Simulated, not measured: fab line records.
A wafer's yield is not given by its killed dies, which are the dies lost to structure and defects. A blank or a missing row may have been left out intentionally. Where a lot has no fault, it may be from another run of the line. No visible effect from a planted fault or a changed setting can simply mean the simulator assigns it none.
Split-lot trial / flow n5-finfet / 39 wafers read from 7 lots, route of 1938 steps

## ABOUT THE SPLIT
At N5_FIN_SAQP_DEVELOP_15 (develop time 30 s), the setting develop-time-s was moved away from the recipe's 30 s on 15 of the 39 wafers read, by -55.4% to +55.4%. For the rest of the wafers, this setting stayed at what the recipe calls for.

Between the split and the reading, the file records no step.

## THE READING
cd-nm (nm) at N5_FIN_SAQP_CD_MEAS_16, where the cd target is 35.6 nm. Typical for fault-free wafers on this fab line: 35.63 nm, with standard deviation 0.29 nm.

wafer=L075.1; tool, chamber at the split=litho-track-03, 0; develop-time-s as run, s=46.62; against the recipe=+55.4%; cd-nm, nm=34.91; against lot-mates on the recipe=-0.77
wafer=L075.2; tool, chamber at the split=litho-track-03, 0; develop-time-s as run, s=30; against the recipe=recipe; cd-nm, nm=35.83; against lot-mates on the recipe=-
wafer=L075.3; tool, chamber at the split=litho-track-03, 0; develop-time-s as run, s=30; against the recipe=recipe; cd-nm, nm=35.60; against lot-mates on the recipe=-
wafer=L075.4; tool, chamber at the split=litho-track-03, 0; develop-time-s as run, s=30; against the recipe=recipe; cd-nm, nm=35.62; against lot-mates on the recipe=-
wafer=L075.5; tool, chamber at the split=litho-track-03, 0; develop-time-s as run, s=46.62; against the recipe=+55.4%; cd-nm, nm=35.25; against lot-mates on the recipe=-0.43
wafer=L075.6; tool, chamber at the split=litho-track-03, 0; develop-time-s as run, s=46.62; against the recipe=+55.4%; cd-nm, nm=34.76; against lot-mates on the recipe=-0.92
wafer=L078.1; tool, chamber at the split=litho-track-03, 0; develop-time-s as run, s=30; against the recipe=recipe; cd-nm, nm=35.32; against lot-mates on the recipe=-
wafer=L078.2; tool, chamber at the split=litho-track-03, 0; develop-time-s as run, s=30; against the recipe=recipe; cd-nm, nm=35.67; against lot-mates on the recipe=-
wafer=L078.3; tool, chamber at the split=litho-track-03, 0; develop-time-s as run, s=30; against the recipe=recipe; cd-nm, nm=35.29; against lot-mates on the recipe=-
wafer=L078.4; tool, chamber at the split=litho-track-03, 0; develop-time-s as run, s=30; against the recipe=recipe; cd-nm, nm=35.88; against lot-mates on the recipe=-
wafer=L078.5; tool, chamber at the split=litho-track-03, 0; develop-time-s as run, s=30; against the recipe=recipe; cd-nm, nm=35.75; against lot-mates on the recipe=-
wafer=L078.6; tool, chamber at the split=litho-track-03, 0; develop-time-s as run, s=30; against the recipe=recipe; cd-nm, nm=35.19; against lot-mates on the recipe=-
wafer=L083.1; tool, chamber at the split=litho-track-05, 0; develop-time-s as run, s=22.33; against the recipe=-25.6%; cd-nm, nm=35.86; against lot-mates on the recipe=+0.43
wafer=L083.2; tool, chamber at the split=litho-track-05, 0; develop-time-s as run, s=22.33; against the recipe=-25.6%; cd-nm, nm=36.21; against lot-mates on the recipe=+0.78
wafer=L083.3; tool, chamber at the split=litho-track-05, 0; develop-time-s as run, s=22.33; against the recipe=-25.6%; cd-nm, nm=35.60; against lot-mates on the recipe=+0.17
wafer=L083.4; tool, chamber at the split=litho-track-05, 0; develop-time-s as run, s=30; against the recipe=recipe; cd-nm, nm=35.37; against lot-mates on the recipe=-
wafer=L083.5; tool, chamber at the split=litho-track-05, 0; develop-time-s as run, s=30; against the recipe=recipe; cd-nm, nm=35.57; against lot-mates on the recipe=-
wafer=L083.6; tool, chamber at the split=litho-track-05, 0; develop-time-s as run, s=30; against the recipe=recipe; cd-nm, nm=35.34; against lot-mates on the recipe=-
wafer=L084.1; tool, chamber at the split=litho-track-03, 0; develop-time-s as run, s=30; against the recipe=recipe; cd-nm, nm=36.05; against lot-mates on the recipe=-
wafer=L084.2; tool, chamber at the split=litho-track-03, 0; develop-time-s as run, s=23.09; against the recipe=-23.0%; cd-nm, nm=36.32; against lot-mates on the recipe=+0.62
wafer=L084.3; tool, chamber at the split=litho-track-03, 0; develop-time-s as run, s=23.09; against the recipe=-23.0%; cd-nm, nm=36.24; against lot-mates on the recipe=+0.54
wafer=L084.4; tool, chamber at the split=litho-track-03, 0; develop-time-s as run, s=23.09; against the recipe=-23.0%; cd-nm, nm=35.96; against lot-mates on the recipe=+0.26
wafer=L084.5; tool, chamber at the split=litho-track-03, 0; develop-time-s as run, s=30; against the recipe=recipe; cd-nm, nm=35.52; against lot-mates on the recipe=-
wafer=L084.6; tool, chamber at the split=litho-track-03, 0; develop-time-s as run, s=30; against the recipe=recipe; cd-nm, nm=35.53; against lot-mates on the recipe=-
wafer=L092.1; tool, chamber at the split=litho-track-02, 0; develop-time-s as run, s=18.32; against the recipe=-38.9%; cd-nm, nm=36.61; against lot-mates on the recipe=+1.03
wafer=L092.2; tool, chamber at the split=litho-track-02, 0; develop-time-s as run, s=18.32; against the recipe=-38.9%; cd-nm, nm=37.06; against lot-mates on the recipe=+1.48
wafer=L092.3; tool, chamber at the split=litho-track-02, 0; develop-time-s as run, s=30; against the recipe=recipe; cd-nm, nm=35.55; against lot-mates on the recipe=-
wafer=L092.4; tool, chamber at the split=litho-track-02, 0; develop-time-s as run, s=30; against the recipe=recipe; cd-nm, nm=35.72; against lot-mates on the recipe=-
wafer=L092.5; tool, chamber at the split=litho-track-02, 0; develop-time-s as run, s=30; against the recipe=recipe; cd-nm, nm=35.46; against lot-mates on the recipe=-
wafer=L092.6; tool, chamber at the split=litho-track-02, 0; develop-time-s as run, s=18.32; against the recipe=-38.9%; cd-nm, nm=37.02; against lot-mates on the recipe=+1.44
wafer=L094.4; tool, chamber at the split=litho-track-05, 0; develop-time-s as run, s=30; against the recipe=recipe; cd-nm, nm=35.86; against lot-mates on the recipe=-
wafer=L094.5; tool, chamber at the split=litho-track-05, 0; develop-time-s as run, s=30; against the recipe=recipe; cd-nm, nm=35.80; against lot-mates on the recipe=-
wafer=L094.6; tool, chamber at the split=litho-track-05, 0; develop-time-s as run, s=30; against the recipe=recipe; cd-nm, nm=35.72; against lot-mates on the recipe=-
wafer=L097.1; tool, chamber at the split=litho-track-02, 0; develop-time-s as run, s=30; against the recipe=recipe; cd-nm, nm=35.88; against lot-mates on the recipe=-
wafer=L097.2; tool, chamber at the split=litho-track-02, 0; develop-time-s as run, s=30; against the recipe=recipe; cd-nm, nm=35.83; against lot-mates on the recipe=-
wafer=L097.3; tool, chamber at the split=litho-track-02, 0; develop-time-s as run, s=13.38; against the recipe=-55.4%; cd-nm, nm=37.26; against lot-mates on the recipe=+1.53
wafer=L097.4; tool, chamber at the split=litho-track-02, 0; develop-time-s as run, s=13.38; against the recipe=-55.4%; cd-nm, nm=37.03; against lot-mates on the recipe=+1.30
wafer=L097.5; tool, chamber at the split=litho-track-02, 0; develop-time-s as run, s=13.38; against the recipe=-55.4%; cd-nm, nm=37.65; against lot-mates on the recipe=+1.92
wafer=L097.6; tool, chamber at the split=litho-track-02, 0; develop-time-s as run, s=30; against the recipe=recipe; cd-nm, nm=35.47; against lot-mates on the recipe=-

THE FIT
A straight line over all 39 wafers: cd-nm changes by -0.0216 nm for each +1% of develop-time-s; r = -0.86; the points scatter about the line by 0.33 nm.
The same after taking each lot's own level away (the mean of its wafers on the recipe; 39 wafers): -0.0219 nm for each +1%; r = -0.89; scatter 0.29 nm.
That fit puts the effect of the largest move of develop-time-s on the reading at 1.2 nm.
Across the lots, their own levels run from 35.427 to 35.793 nm, a range of 1.3 times the standard deviation given above.
The two slopes are in agreement: the lot-to-lot level therefore moves the slope only a little.
Check: with one of the wafers moved furthest among these (-55.4%) left out of the fit, the line predicts +1.27 nm for it against its lot-mates. Against them it came out at +1.53 nm.

## FILE'S OWN FIT
cd-nm changes by -0.0228 nm for each +1% of develop-time-s, r = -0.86.
